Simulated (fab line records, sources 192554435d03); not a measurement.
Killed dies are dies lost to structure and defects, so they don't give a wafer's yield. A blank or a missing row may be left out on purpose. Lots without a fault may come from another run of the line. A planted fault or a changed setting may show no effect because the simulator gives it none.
fab line records | flow n5_finfet
record lots=10 wafers=30 last_day=18
route steps=1938 shown BEOL_M3@966 BEOL_M4@1111 PASSIVATION@1936
lots that met no fault: from a run of the same line without faults
start_h: hours from the record's first day to the start of the lot's first wafer shown | wait_h: hours since the lot's step before | " the same as in the row above | L1.1+2: a row that stands for several wafers | - no value, or no start given | * or withheld: withheld | < > ~ a bound
route shown NAME@n: a module of which the file shows steps, and the number in the route of the first | usual: mean/standard deviation of fault-free wafers | same: alike in all rows | chamber/n: place in a boat | sites: the reading at each site | _std_site: their standard deviation | _edge_site: outer sites' mean less inner sites' | radius_mm: how far each site lies from the wafer's centre | mask NAME#n: copy n | behind: the tool/chamber that last shaped the wafer | hold: why the lot was held/for how many hours/how that ended | device: the transistor (n, p or np) that didn't switch | end of line: the same wafers' tests at the end of the route | a step without rows: its recipe alone | killed: dies lost to structure and defects at the first sort, not the wafer's yield | map: a wafer's dies, x killed, . not, _ none there
set.NAME: the setting as run; set.NAME@STEP: as run at that earlier step | model.NAME: the simulator's own value behind a step, which no gauge read
steps of the route over a sample of lots; a table a step, a row a wafer
services: from which hour (start_h, from the record's first day; less than 0 if before it) a tool's chamber was out of use, for how many hours, and why
## steps
# step N5_BEOL_M3_CD_MEAS_28
# recipe target_cd_nm=25.7 landing_energy_ev=500 detector=se_inlens target_cd_y_nm=23.3 polarity=opening
# usual cd_nm=25.75/0.23
# columns lot.wafer tool chamber start_h wait_h cd_nm
L565.2 cd_sem-03 0 148.93 - 25.78
L565.3 " 0 " " 25.83
L565.5 " 0 " " 25.54
L564.2 cd_sem-02 0 163.70 - 25.77
L564.5 " 0 " " 25.94
L564.6 " 0 " " 25.70
L566.1 cd_sem-01 0 170.61 - 25.67
L566.2 " 0 " " 25.68
L566.5 " 0 " " 25.59
L570.1 cd_sem-03 0 184.52 - 25.95
L570.3 " 0 " " 25.60
L570.4 " 0 " " 25.88
L572.1 cd_sem-01 0 196.48 - 25.52
L572.5 " 0 " " 25.91
L572.6 " 0 " " 25.99
L573.1 cd_sem-01 0 198.37 - 25.84
L573.3 " 0 " " 26.19
L573.4 " 0 " " 25.60
L574.1 cd_sem-03 0 215.26 - 25.67
L574.3 " 0 " " 25.39
L574.6 " 0 " " 25.82
L579.1 cd_sem-01 0 241.31 - 25.55
L579.3 " 0 " " 25.72
L579.5 " 0 " " 25.45
L582.4 cd_sem-01 0 257.63 - 25.49
L582.5 " 0 " " 26.09
L582.6 " 0 " " 25.28
L586.2 cd_sem-03 0 285.04 - 25.82
L586.4 " 0 " " 25.61
L586.6 " 0 " " 25.54
# step N5_BEOL_M3_ETCH_70
# recipe chemistry=N2/H2 target=SOC target_depth_a=800 overetch_a=160 mask_material=SiARC temp_c=40 time_s=120 ion_energy_ev=200 pressure_mtorr=30 source_w=840 bias_w=150 n2_flow_sccm=200 h2_flow_sccm=200
# usual drypump_motor_current_A=5.9/0.38 oes_product_au=0.60/0.071 rf_vpp_V=524.5/2.1 showerhead_plenum_p_Torr=2.57/0.074 throttle_valve_pct=17.8/0.31
# columns lot.wafer tool chamber start_h wait_h drypump_motor_current_A oes_product_au rf_hours_counter_h rf_vpp_V showerhead_plenum_p_Torr throttle_valve_pct
L565.2 rie_diel-03 1 168.98 0.0 5.8 0.54 196 524.4 2.64 18.0
L565.3 " 2 " " 5.7 0.64 67 522.4 2.47 17.5
L565.5 " 0 " " 6.2 0.53 - 525.7 2.62 18.2
L564.2 rie_diel-04 1 174.74 0.0 6.3 0.57 142 527.0 2.64 17.7
L564.5 " 2 " " 6.4 0.52 - 526.0 2.62 18.2
L564.6 " 3 " " 5.3 0.57 - 526.6 2.64 18.2
L566.1 rie_diel-04 2 181.80 0.0 6.4 0.52 233 526.5 2.62 18.2
L566.2 " 3 " " 5.3 0.57 188 526.9 2.64 18.2
L566.5 " 0 " " 6.1 0.65 - 525.2 2.59 17.5
L570.1 rie_diel-04 3 193.79 0.0 5.4 0.57 191 526.0 2.64 18.2
L570.3 " 1 " " 6.4 0.58 148 526.4 2.64 17.7
L570.4 " 0 " " 6.1 0.65 71 523.9 2.59 17.5
L572.1 rie_diel-03 3 204.47 0.0 6.3 0.72 6 524.8 2.60 17.3
L572.5 " 0 " " 6.2 0.53 - 527.2 2.61 18.2
L572.6 " 3 " " 6.3 0.74 - 523.4 2.60 17.3
L573.1 rie_diel-04 1 204.51 0.0 6.3 0.57 152 527.2 2.64 17.7
L573.3 " 3 " " 5.3 0.56 195 525.6 2.63 18.2
L573.4 " 2 " " 6.3 0.51 241 526.4 2.62 18.2
L574.1 rie_diel-03 3 216.31 0.0 6.4 0.73 9 525.3 2.60 17.3
L574.3 " 1 " " 5.7 0.53 211 527.0 2.63 18.0
L574.6 " 1 " " 5.7 0.53 - 527.2 2.63 18.0
L579.1 rie_diel-03 0 256.08 0.0 6.2 0.75 2 525.5 2.61 17.8
L579.3 " 3 " " 6.3 0.69 21 524.4 2.59 17.3
L579.5 " 3 " " 6.3 0.69 - 525.1 2.60 17.3
L582.4 rie_diel-03 0 263.58 0.0 6.2 0.74 4 526.6 2.61 17.8
L582.5 " 0 " " 6.2 0.74 - 525.4 2.61 17.8
L582.6 " 3 " " 6.3 0.69 - 526.2 2.59 17.3
L586.2 rie_diel-04 1 296.54 0.0 6.3 0.56 178 525.6 2.63 17.7
L586.4 " 2 " " 6.4 0.71 13 526.2 2.61 17.8
L586.6 " 2 " " 6.4 0.71 - 526.4 2.61 17.8
# step N5_BEOL_M3_STRIP_36
# recipe chemistry=N2/H2 power_w=450 temp_c=40 pressure_mtorr=20 rf_frequency_hz=6e+07 overash_fraction=0.3 bias_power_w=7 h2_frac=0.5 n2_flow_sccm=200 h2_flow_sccm=200
# usual bias_power_w=7.001/0.022 chamber_pressure_mTorr=20.00/0.031 drypump_motor_current_A=5.9/0.38 oes_product_au=0.78/0.097 overash_fraction=0.3/0 rf_vpp_V=59.3/1.4 showerhead_plenum_p_Torr=2.56/0.074 throttle_valve_pct=23.6/0.33
# columns lot.wafer tool chamber start_h wait_h bias_power_w chamber_pressure_mTorr drypump_motor_current_A oes_product_au overash_fraction rf_hours_counter_h rf_vpp_V showerhead_plenum_p_Torr throttle_valve_pct
L565.2 rie_diel-03 1 169.14 0.0 6.968 20.02 5.8 0.71 0.3 196 60.5 2.64 23.8
L565.3 " 2 " " 7.006 20.06 5.7 0.83 0.3 67 56.9 2.47 23.3
L565.5 " 0 " " 7.005 20.01 6.2 0.68 0.3 - 55.7 2.62 24.1
L564.2 rie_diel-04 1 174.90 0.0 7.028 20.06 6.3 0.75 0.3 142 60.9 2.64 23.3
L564.5 " 2 " " 6.998 20.00 6.4 0.69 0.3 - 60.8 2.62 24.0
L564.6 " 3 " " 6.970 20.01 5.3 0.75 0.3 - 58.0 2.63 23.9
L566.1 rie_diel-04 2 181.96 0.0 7.042 19.99 6.4 0.68 0.3 234 56.8 2.62 24.0
L566.2 " 3 " " 7.025 20.01 5.3 0.74 0.3 188 58.5 2.63 23.9
L566.5 " 0 " " 7.005 20.04 6.1 0.86 0.3 - 62.4 2.59 23.4
L570.1 rie_diel-04 3 193.95 0.0 7.005 19.97 5.4 0.73 0.3 191 59.6 2.63 23.9
L570.3 " 1 " " 7.017 20.00 6.3 0.73 0.3 148 59.9 2.64 23.3
L570.4 " 0 " " 6.996 19.95 6.1 0.86 0.3 71 58.0 2.59 23.4
L572.1 rie_diel-03 3 204.63 0.0 - - - - - - - - -
L572.5 " 0 " " - - - - - - - - -
L572.6 " 3 " " - - - - - - - - -
L573.1 rie_diel-04 1 204.67 0.0 - - - - - - - - -
L573.3 " 3 " " - - - - - - - - -
L573.4 " 2 " " - - - - - - - - -
L574.1 rie_diel-03 3 216.47 0.0 - - - - - - - - -
L574.3 " 1 " " - - - - - - - - -
L574.6 " 1 " " - - - - - - - - -
L579.1 rie_diel-03 0 256.24 0.0 7.007 20.01 6.2 0.98 0.3 2 55.7 2.61 23.7
L579.3 " 3 " " 6.979 20.00 6.3 0.91 0.3 21 58.0 2.59 23.1
L579.5 " 3 " " 6.984 20.05 6.4 0.91 0.3 - 59.8 2.59 23.1
L582.4 rie_diel-03 0 263.74 0.0 7.008 19.99 6.2 0.98 0.3 4 58.9 2.61 23.7
L582.5 " 0 " " 6.994 20.00 6.2 1.00 0.3 - 60.7 2.61 23.7
L582.6 " 3 " " 7.020 20.05 6.3 0.90 0.3 - 60.1 2.59 23.1
L586.2 rie_diel-04 1 296.71 0.0 6.986 19.95 6.3 0.71 0.3 179 58.6 2.62 23.3
L586.4 " 2 " " 7.015 20.01 6.4 0.94 0.3 13 60.1 2.61 23.7
L586.6 " 2 " " 7.023 20.00 6.4 0.95 0.3 - 58.1 2.61 23.7
# step N5_BEOL_M4_RC_MEAS_101
# usual DIBL_N=36.3/1.8 DIBL_P=36.5/2.1 IOFF_N=0.16/0.031 IOFF_P=0.22/0.038 ION_N=677/12 ION_P=466/7.8 SS_N=71.5/0.61 SS_P=73.2/0.7 VT_N=249/3 VT_P=-248.9/3
# columns lot.wafer tool chamber start_h wait_h DIBL_N[mV/V] DIBL_P[mV/V] IOFF_N[nA/um] IOFF_P[nA/um] ION_N[uA/um] ION_P[uA/um] SS_N[mV/dec] SS_P[mV/dec] VT_N[mV] VT_P[mV]
L565.2 prober-02 0 185.80 0.2 32.9 32.6 0.10 0.14 663 462 70.6 72.1 254 -253.9
L565.3 " 0 " " 38.3 39.2 0.17 0.22 668 453 72.1 73.9 249 -248.2
L565.5 " 0 " " 37.4 38.4 0.18 0.21 686 469 71.9 72.8 249 -249.4
L564.2 prober-02 0 187.03 1.1 34.6 35.1 0.14 0.22 676 472 71.2 73.5 251 -245.7
L564.5 " 0 " " 36.4 37.0 0.17 0.24 682 474 70.5 73.3 246 -246.0
L564.6 " 0 " " 34.8 34.2 0.13 0.21 662 464 71.4 72.3 252 -249.5
L566.1 prober-02 0 200.24 0.0 38.2 38.6 0.20 0.24 693 464 72.0 73.6 247 -246.9
L566.2 " 0 " " 36.2 36.3 0.17 0.20 688 462 71.4 72.0 250 -250.2
L566.5 " 0 " " 39.2 38.9 0.22 0.27 691 466 72.4 73.8 244 -246.2
L570.1 prober-01 0 229.69 0.0 35.2 34.4 0.14 0.19 678 469 71.7 72.3 249 -249.9
L570.3 " 0 " " 39.7 39.6 0.22 0.26 673 460 72.0 74.2 247 -245.4
L570.4 " 0 " " 40.4 41.0 0.24 0.30 703 474 71.7 74.4 242 -245.9
L579.1 prober-02 0 278.13 0.0 35.1 36.2 0.16 0.21 657 455 71.8 73.9 251 -250.5
L579.3 " 0 " " 34.8 35.9 0.16 0.21 670 459 70.6 72.9 250 -249.4
L579.5 " 0 " " 37.0 38.6 0.20 0.26 687 471 71.7 72.8 246 -247.5
L582.4 prober-02 0 281.58 0.5 34.9 35.1 0.15 0.21 681 469 71.1 72.8 247 -249.8
L582.5 " 0 " " 37.3 38.4 0.20 0.25 686 470 71.6 73.8 247 -248.2
L582.6 " 0 " " 34.2 34.0 0.14 0.18 664 462 71.3 72.1 251 -254.4
L586.2 prober-01 0 316.46 0.2 36.1 36.8 0.17 0.23 682 469 71.8 73.2 248 -249.1
L586.4 " 0 " " 36.2 36.5 0.16 0.23 682 475 71.7 72.9 248 -246.7
L586.6 " 0 " " 36.2 37.3 0.16 0.25 683 467 71.4 73.1 249 -244.5
# step N5_PASSIVATION_PROBE_49
# usual defect_limited_yield=91.2/1.5 killed_at_M0_to_M3=33/9.6 killed_at_M4_up=14/5.6 killed_at_contacts=14/5.5 killed_at_front_end=40/13 killed_at_other=4/3 killed_dies=104/17 killed_on_rim=14/4.3 killed_open=68/13 killed_short=33/7.2 sort_bin_5_function=5.2/0.95 sort_bin_6_memory=3.3/0.62 sort_n_pass=1076/17 sort_yield_pct=91.2/1.5
# same gross_dies=1180 killed_at_back_side=0 sort_bin_4_leakage[%]=0 sort_bin_8_speed[%]=0
# columns lot.wafer tool chamber start_h wait_h defect_limited_yield[%] killed_at_M0_to_M3 killed_at_M4_up killed_at_contacts killed_at_front_end killed_at_other killed_dies killed_on_rim killed_open killed_short sort_bin_5_function[%] sort_bin_6_memory[%] sort_n_pass sort_yield_pct[%]
L566.1 prober-02 - 312.44 0.0 90.9 30 30 8 36 3 107 23 75 27 5.3 3.5 1073 90.9
L566.2 prober-02 - 312.49 0.1 94.0 14 11 10 34 2 71 9 42 23 3.6 1.9 1109 94.0
L566.5 prober-02 - 312.64 0.2 91.0 23 31 22 27 3 106 12 69 36 5.1 3.4 1074 91.0
L572.1 prober-02 - 331.90 0.0 0 1121 18 7 34 0 1180 152 68 30 96.7 3.1 0 0
L572.5 prober-02 - 332.10 0.2 0 1118 10 13 37 2 1180 152 48 33 96.9 2.8 0 0
L572.6 prober-02 - 332.15 0.3 0 1114 21 8 35 2 1180 152 73 44 95.8 3.6 0 0
L570.1 prober-02 - 337.04 0.0 92.2 37 9 10 31 5 92 10 55 36 4.2 3.3 1088 92.2
L570.3 prober-02 - 337.14 0.1 90.8 25 14 23 40 7 109 13 66 36 5.3 3.2 1071 90.8
L570.4 prober-02 - 337.19 0.2 91.4 37 15 10 32 8 102 18 58 43 4.6 3.5 1078 91.4
L574.1 prober-02 - 341.92 0.0 0 1099 5 20 54 2 1180 152 69 29 95.8 3.6 0 0
L574.3 prober-02 - 342.02 0.1 0 1093 11 17 54 5 1180 152 81 32 96.0 3.8 0 0
L574.6 prober-02 - 342.17 0.3 0 1112 11 14 42 1 1180 152 71 29 97.1 2.6 0 0
L573.1 prober-02 - 347.15 0.2 0 1098 20 16 41 5 1180 152 77 31 96.5 3.1 0 0
L573.3 prober-02 - 347.25 0.3 0 1094 20 12 48 6 1180 152 86 39 96.0 3.8 0 0
L573.4 prober-02 - 347.30 0.4 0 1121 14 14 30 1 1180 152 56 28 97.0 2.7 0 0
L579.1 prober-01 - 387.20 0.0 89.7 38 17 23 34 9 121 25 86 34 5.6 4.2 1059 89.7
L579.3 prober-01 - 387.30 0.1 90.8 54 9 17 26 2 108 12 69 36 5.9 3.0 1072 90.8
L579.5 prober-01 - 387.40 0.2 89.8 43 10 19 41 7 120 13 74 45 5.8 4.3 1060 89.8
L582.4 prober-01 - 393.99 0.2 90.1 38 16 13 50 0 117 18 68 46 6.3 3.3 1063 90.1
L582.5 prober-01 - 394.04 0.2 89.2 63 12 12 37 3 127 11 86 40 6.3 4.1 1053 89.2
# killed by level:class
L566.1 BEOL_M4:geometric_particle:open=15 FIN_SAQP:geometric_particle:open=11 BEOL_M2:geometric_particle:open=11 FIN_SAQP:geometric_particle:short=8 BEOL_M3:geometric_particle:open=6 MOL_CONTACT_COAG:geometric_particle:open=5 BEOL_M5:geometric_particle:open=5 STI_FIN_REVEAL:geometric_particle:open=3
L566.2 FIN_SAQP:geometric_particle:open=8 BEOL_M4:geometric_particle:open=8 MOL_CONTACT_COAG:geometric_particle:open=7 HKMG_FIN:area_etch=5 STI_FIN_REVEAL:geometric_particle:open=4 BEOL_M0_SAQP:geometric_particle:short=4 FIN_SAQP:geometric_particle:short=3 DUMMY_GATE:geometric_particle:short=3
L566.5 MOL_CONTACT_COAG:geometric_particle:open=19 BEOL_M4:geometric_particle:open=15 FIN_SAQP:geometric_particle:open=8 BEOL_M0_SAQP:geometric_particle:short=8 GATE_CUT:geometric_particle:short=5 BEOL_M2:geometric_particle:open=5 BEOL_M5:geometric_particle:open=5 BEOL_M0_SAQP:geometric_particle:open=4
L572.1 BEOL_M3:area_etch=1080 BEOL_M2:geometric_particle:open=12 STI_FIN_REVEAL:geometric_particle:open=9 BEOL_M4:geometric_particle:open=8 FIN_SAQP:geometric_particle:short=7 BEOL_M1:geometric_particle:open=7 MOL_CONTACT_COAG:geometric_particle:open=6 BEOL_M0_SAQP:geometric_particle:short=6
L572.5 BEOL_M3:area_etch=1095 FIN_SAQP:geometric_particle:short=13 MOL_CONTACT_COAG:geometric_particle:open=12 BEOL_M0:geometric_particle:open=5 FIN_SAQP:geometric_particle:open=4 BEOL_M2:geometric_particle:short=4 STI_FIN_REVEAL:geometric_particle:open=4 ILD0:geometric_particle:short=4
L572.6 BEOL_M3:area_etch=1061 BEOL_M2:geometric_particle:open=14 BEOL_M0_SAQP:geometric_particle:short=13 BEOL_M0_SAQP:geometric_particle:open=10 FIN_SAQP:geometric_particle:short=9 BEOL_M3:geometric_particle:open=7 BEOL_M4:geometric_particle:open=7 BEOL_M2:geometric_particle:short=6
L570.1 BEOL_M0_SAQP:geometric_particle:open=11 BEOL_M1:geometric_particle:open=8 BEOL_M2:geometric_particle:open=7 STARTING-WAFER:geometric_particle:short=7 FIN_SAQP:geometric_particle:short=6 MOL_CONTACT_COAG:geometric_particle:open=6 FIN_SAQP:geometric_particle:open=5 BEOL_M0_SAQP:geometric_particle:short=5
L570.3 MOL_CONTACT_COAG:geometric_particle:open=18 STI_FIN_REVEAL:geometric_particle:open=11 GATE_CUT:geometric_particle:short=9 BEOL_M4:geometric_particle:open=8 BEOL_M1:geometric_particle:open=7 BEOL_M0_SAQP:geometric_particle:short=5 BEOL_M2:geometric_particle:open=5 FIN_SAQP:geometric_particle:short=4
L570.4 BEOL_M2:geometric_particle:open=8 MOL_CONTACT_COAG:geometric_particle:open=8 BEOL_M4:geometric_particle:open=7 FIN_SAQP:geometric_particle:open=6 FIN_SAQP:geometric_particle:short=6 BEOL_M0_SAQP:geometric_particle:open=6 BEOL_M0_SAQP:geometric_particle:short=6 BEOL_M3:geometric_particle:short=6
L574.1 BEOL_M3:area_etch=1080 MOL_CONTACT_COAG:geometric_particle:open=17 STI_FIN_REVEAL:geometric_particle:open=14 FIN_SAQP:geometric_particle:short=7 FIN_SAQP:geometric_particle:open=6 DUMMY_GATE:geometric_particle:open=6 GATE_CUT:geometric_particle:short=6 BEOL_M1:geometric_particle:open=6
L574.3 BEOL_M3:area_etch=1064 FIN_SAQP:geometric_particle:open=17 MOL_CONTACT_COAG:geometric_particle:open=13 BEOL_M1:geometric_particle:open=11 DUMMY_GATE:geometric_particle:open=8 STI_FIN_REVEAL:geometric_particle:open=6 DUMMY_GATE:geometric_particle:short=5 BEOL_M0_SAQP:geometric_particle:short=5
L574.6 BEOL_M3:area_etch=1078 FIN_SAQP:geometric_particle:open=14 BEOL_M0_SAQP:geometric_particle:open=13 MOL_CONTACT_COAG:geometric_particle:open=11 BEOL_M1:geometric_particle:open=8 BEOL_M0_SAQP:geometric_particle:short=6 STARTING-WAFER:geometric_particle:open=5 FIN_SAQP:geometric_particle:short=4
L573.1 BEOL_M3:area_etch=1070 MOL_CONTACT_COAG:geometric_particle:open=13 STI_FIN_REVEAL:geometric_particle:open=11 FIN_SAQP:geometric_particle:open=8 BEOL_M4:geometric_particle:open=8 BEOL_M0_SAQP:geometric_particle:open=7 BEOL_M3:geometric_particle:open=6 FIN_SAQP:geometric_particle:short=5
L573.3 BEOL_M3:area_etch=1055 BEOL_M3:geometric_particle:open=15 STI_FIN_REVEAL:geometric_particle:open=13 MOL_CONTACT_COAG:geometric_particle:open=10 FIN_SAQP:geometric_particle:open=9 FIN_SAQP:geometric_particle:short=6 BEOL_M0_SAQP:geometric_particle:open=6 BEOL_M2:geometric_particle:open=6
L573.4 BEOL_M3:area_etch=1093 MOL_CONTACT_COAG:geometric_particle:open=10 FIN_SAQP:geometric_particle:open=9 FIN_SAQP:geometric_particle:short=8 BEOL_M3:geometric_particle:open=8 BEOL_M0_SAQP:geometric_particle:short=8 STI_FIN_REVEAL:geometric_particle:open=4 MOL_CONTACT_COAG:geometric_particle:short=4
L579.1 MOL_CONTACT_COAG:geometric_particle:open=18 BEOL_M3:geometric_particle:open=14 FIN_SAQP:geometric_particle:open=13 BEOL_M1:geometric_particle:open=10 STI_FIN_REVEAL:geometric_particle:open=6 MOL_CONTACT_COAG:geometric_particle:short=5 BEOL_M1:geometric_particle:short=5 BEOL_M5:geometric_particle:open=5
L579.3 BEOL_M1:geometric_particle:open=14 BEOL_M0_SAQP:geometric_particle:short=11 MOL_CONTACT_COAG:geometric_particle:open=11 BEOL_M3:geometric_particle:open=9 BEOL_M0_SAQP:geometric_particle:open=8 BEOL_M2:geometric_particle:open=7 MOL_CONTACT_COAG:geometric_particle:short=6 GATE_CUT:geometric_particle:short=4
L579.5 MOL_CONTACT_COAG:geometric_particle:open=16 FIN_SAQP:geometric_particle:short=15 BEOL_M0_SAQP:geometric_particle:open=12 BEOL_M0_SAQP:geometric_particle:short=11 FIN_SAQP:geometric_particle:open=9 BEOL_M3:geometric_particle:open=6 BEOL_M2:geometric_particle:open=5 BEOL_M4:geometric_particle:open=5
L582.4 BEOL_M0_SAQP:geometric_particle:short=12 STI_FIN_REVEAL:geometric_particle:open=11 MOL_CONTACT_COAG:geometric_particle:open=11 FIN_SAQP:geometric_particle:short=8 BEOL_M4:geometric_particle:open=8 BEOL_M2:geometric_particle:open=6 GATE_CUT:geometric_particle:short=5 GATE_CUT:geometric_particle:open=5
L582.5 BEOL_M0_SAQP:geometric_particle:open=22 BEOL_M0_SAQP:geometric_particle:short=17 BEOL_M2:geometric_particle:open=13 MOL_CONTACT_COAG:geometric_particle:open=10 FIN_SAQP:geometric_particle:short=8 BEOL_M4:geometric_particle:open=7 STI_FIN_REVEAL:geometric_particle:open=6 DUMMY_GATE:geometric_particle:open=6
## services
# columns tool chamber start_h hours kind
rie_diel-03 3 166.76 - clean
rie_diel-03 3 166.76 - consumable_replace:focus_ring
rie_diel-03 3 166.76 20.0 scheduled_down
rie_diel-03 3 166.76 20.0 vent_cycle
rie_diel-03 0 224.48 - clean
rie_diel-03 0 224.48 - consumable_replace:focus_ring
rie_diel-03 0 224.48 20.7 scheduled_down
rie_diel-03 0 224.48 20.7 vent_cycle
rie_diel-04 2 234.06 - clean
rie_diel-04 2 234.06 - consumable_replace:focus_ring
rie_diel-04 2 234.06 14.5 scheduled_down
rie_diel-04 2 234.06 14.5 vent_cycle
rie_diel-03 - 272.06 0.8 repair
## key
first_sign step=N5_BEOL_M3_STRIP_36 reading=tool_record direction=missing
effect step=N5_PASSIVATION_PROBE_49 reading=killed_at_M0_to_M3 direction=up sigmas=99+ usual=33 struck=1108
more_kills_born_at N5_BEOL_M3_ETCH_41@rie_diel-03=6458 N5_BEOL_M3_ETCH_41@rie_diel-04=3218
met_at N5_BEOL_M3_STRIP_36
struck_lots L572,L573,L574
later_rows_left_out L572.1,L572.5,L572.6,L573.1,L573.3,L573.4,L574.1,L574.3,L574.6
not_acting_at N5_BEOL_M3_CD_MEAS_28,N5_BEOL_M3_ETCH_70
onset_between 193.95 204.63
fault kind=skipped_step_whole tool=rie_diel-03,rie_diel-04 chamber=- onset_h=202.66 steps=N5_BEOL_M3_STRIP_36 scope=struck_lots_only
# later_rows_left_out: the simulator's readings of these wafers behind a module that went badly wrong aren't trusted and aren't shown, but for the sort
